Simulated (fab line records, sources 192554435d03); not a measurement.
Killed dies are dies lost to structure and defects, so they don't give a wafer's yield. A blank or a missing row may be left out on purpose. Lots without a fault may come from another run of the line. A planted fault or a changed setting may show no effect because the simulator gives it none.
Split-lot experiment | flow n5_finfet | 7 lots, 21 wafers read, on a route of 1938 steps

THE SPLIT
At N5_BEOL_M2_DESCUM_16 (chemistry O2, time 7 s), the setting time_s was moved away from the recipe's 7 s on 4 of the 21 wafers read, by -17.2% to +21.7%. The other wafers ran this setting at the recipe's value.

The reading is taken at the split's own step.

THE READING
CAR-EUV_of_BEOL_M2_COAT_05.thk_nm (the simulator's own value, which no gauge read), in nm, at N5_BEOL_M2_DESCUM_16 (chemistry O2, time 7 s). The file gives no usual value for it. The 17 wafers here that ran the recipe average 26.1 nm, standard deviation 0.12 nm.

wafer  | tool, chamber at the split | time_s as run, s | against the recipe | CAR-EUV_of_BEOL_M2_COAT_05.thk_nm, nm | against lot-mates on the recipe
L076.2 | rie_diel-02, 3,2           | 7                | recipe             | 26                                    | -
L076.6 | rie_diel-02, 3,2           | 7                | recipe             | 26                                    | -
L076.5 | rie_diel-02, 3             | 5.797            | -17.2%             | 26.6                                  | +0.6
L077.1 | rie_diel-04, 0,3           | 7                | recipe             | 26                                    | -
L077.5 | rie_diel-04, 0,3           | 7                | recipe             | 26                                    | -
L077.6 | rie_diel-04, 0             | 7                | recipe             | 25.8                                  | -
L078.3 | rie_diel-04, 1,2           | 8.52             | +21.7%             | 25.2                                  | -0.8
L078.4 | rie_diel-04, 1,2           | 8.52             | +21.7%             | 25.2                                  | -0.8
L078.5 | rie_diel-04, 1             | 7                | recipe             | 26                                    | -
L086.3 | rie_diel-03, 1,0           | 7                | recipe             | 26.2                                  | -
L086.6 | rie_diel-03, 1,0           | 7                | recipe             | 26.2                                  | -
L086.4 | rie_diel-03, 2             | 7                | recipe             | 26                                    | -
L087.3 | rie_diel-03, 2,3           | 7                | recipe             | 26.2                                  | -
L087.5 | rie_diel-03, 2,3           | 7                | recipe             | 26.2                                  | -
L087.6 | rie_diel-03, 2             | 7                | recipe             | 26                                    | -
L089.2 | rie_diel-04, 3             | 7                | recipe             | 26.2                                  | -
L089.4 | rie_diel-04, 0             | 7                | recipe             | 26                                    | -
L089.6 | rie_diel-04, 3             | 6.436            | -8.1%              | 26.4                                  | +0.3
L096.2 | rie_diel-03, 2             | 7                | recipe             | 26                                    | -
L096.5 | rie_diel-03, 3,0           | 7                | recipe             | 26.2                                  | -
L096.6 | rie_diel-03, 3,0           | 7                | recipe             | 26.2                                  | -
Where a row lists several chambers, the file gives one row for several wafers and doesn't say which wafer went through which chamber.

THE FIT
A straight line over all 21 wafers: CAR-EUV_of_BEOL_M2_COAT_05.thk_nm changes by -0.0379 nm for each +1% of time_s; r = -0.94; the points scatter about the line by 0.12 nm.
The same after taking each lot's own level away (the mean of its wafers on the recipe; 21 wafers): -0.0364 nm for each +1%; r = -0.96; scatter 0.082 nm.
On that fit, the largest move of time_s shifts the reading by 0.79 nm.
The lots' own levels span 25.93 to 26.13 nm, that is 1.7 times the standard deviation above.
So the lot-to-lot level changes the slope little: the two slopes agree.
Check: with one of the wafers moved furthest among these (+21.7%) left out of the fit, the line predicts -0.787 nm for it against its lot-mates. It came out at -0.8 nm against them.

OTHER SPLITS ON THESE WAFERS
These wafers also went through other splits before the reading. Each is held against what the fit with the lots' levels taken away leaves over:
other split on the same wafers         | wafers away from the commonest value | r with CAR-EUV_of_BEOL_M2_COAT_05.thk_nm (lot level and that fit taken away)
N5_WELL_APT_COAT_02 spin_rpm           | 4                                    | -0.31
N5_DUMMY_GATE_COAT_28 spin_rpm         | 9                                    | +0.03
N5_DUMMY_GATE_COAT_09 spin_rpm         | 9                                    | -0.01
N5_SDB_ALD_29 ald_cycles               | 8                                    | +0.27
N5_HKMG_FIN_ETCH_32 bias_w             | 3                                    | +0.04
N5_BEOL_M0_SAQP_HM_DEP_02 target_thk_a | 6                                    | -0.32
N5_BEOL_M0_SAQP_COAT_08 spin_rpm       | 11                                   | +0.14
N5_BEOL_M0_ETCH_109 bias_w             | 7                                    | +0.08
N5_BEOL_M1_TRENCH_ETCH_37 bias_w       | 8                                    | +0.16

THE FILE'S OWN FIT
CAR-EUV_of_BEOL_M2_COAT_05.thk_nm changes by -0.0362 nm for each +1% of time_s, r = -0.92.
